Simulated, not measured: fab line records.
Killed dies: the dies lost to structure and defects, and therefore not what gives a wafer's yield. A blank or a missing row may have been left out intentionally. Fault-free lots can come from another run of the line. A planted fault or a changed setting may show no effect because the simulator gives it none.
Which tool is to blame?	flow n5_finfet	12 lots with 36 wafers sampled at 3 steps, on a route of 1938 steps

## WHAT THE GAUGES SHOWED, per wafer
N5_BEOL_M7_OVL_MEAS_12.
lot	measured	on	M7_OVL (nm)
L077	day 10 00:04	overlay-01	-0.8 0.1 -0.3
L078	day 10 10:29	overlay-02	-0.5 -0.5 0.4
L074	day 11 00:39	overlay-02	1.2 0.8 0.8
L081	day 11 00:49	overlay-02	-0.5 -0.9 -0.9
L083	day 11 21:27	overlay-02	-0.1 -1.7 -0.4
L085	day 12 00:29	overlay-02	-1.3 -0.2 -0.2
L088	day 13 16:14	overlay-01	-0.3 0.1 -0.5
L089	day 13 19:14	overlay-01	0.1 -0.2 0.0
L091	day 14 01:37	overlay-02	-0.2 0.2 0.0
L093	day 14 19:18	overlay-01	0.3 -0.3 -1.0
L095	day 15 10:10	overlay-01	0.9 0.8 -0.7
L097	day 15 13:44	overlay-02	0.4 0.8 0.2

## TOOL THAT RAN EACH LOT (tool first, then ch and the chambers of the sampled wafers, then the start)
lot	N5_BEOL_M6_ALD_77	N5_BEOL_M7_ILD_DEP_00
L077	ald_metal-04 ch 0,1,2, day 9 19:16	pecvd-03 ch 1, day 9 21:01
L078	ald_metal-01 ch 0,1,3, day 10 04:23	pecvd-02 ch 0,1, day 10 07:56
L074	ald_metal-01 ch 0,1, day 10 19:46	pecvd-04 ch 0,1, day 10 21:53
L081	ald_metal-01 ch 0,1, day 10 20:01	pecvd-03 ch 1,2, day 10 22:25
L083	ald_metal-04 ch 0,2,3, day 11 17:55	pecvd-02 ch 0,1,2, day 11 19:32
L085	ald_metal-01 ch 0,2,3, day 11 21:23	pecvd-04 ch 1,2, day 11 23:11
L088	ald_metal-02 ch 0,3, day 13 12:30	pecvd-04 ch 0,2, day 13 14:12
L089	ald_metal-01 ch 0,2,3, day 13 14:03	pecvd-02 ch 1,2, day 13 16:52
L091	ald_metal-02 ch 1,2,3, day 13 19:17	pecvd-03 ch 0,1, day 13 22:42
L093	ald_metal-01 ch 0,1,3, day 14 14:05	pecvd-02 ch 1,2, day 14 16:35
L095	ald_metal-01 ch 0,1,3, day 15 03:44	pecvd-03 ch 0,1,2, day 15 05:16
L097	ald_metal-04 ch 0,1, day 15 10:35	pecvd-04 ch 0,1, day 15 12:19
- N5_BEOL_M6_ALD_77: deposits TaN, target thk 2 nm, pulse time 2 s, purge time 3 s.
- N5_BEOL_M7_ILD_DEP_00: deposits SiCOH lowk from DEMS/porogen, target thk 179.75 nm, time 33.4 s.

## THE ANSWER, worked out from the rows above alone
Rule: usual is defined by the lots themselves. The widest of any qualifying gaps counts: lots, ordered by their means at a reading, are off when they make up no more than a third of the lots, leave a main group of 4 or more, and stand apart from it by 3 or more times the standard deviation of that group's means. Not used: any main group whose means are identical at the precision the tables above print for the reading. A lot without any number at a reading at which 4 lots or more have one is off too. Any other lot the step has rows for is counted as sound.
None of the lots is off at any reading shown; this tells nothing.

## WHAT WAS PUT IN BY THE SIMULATOR
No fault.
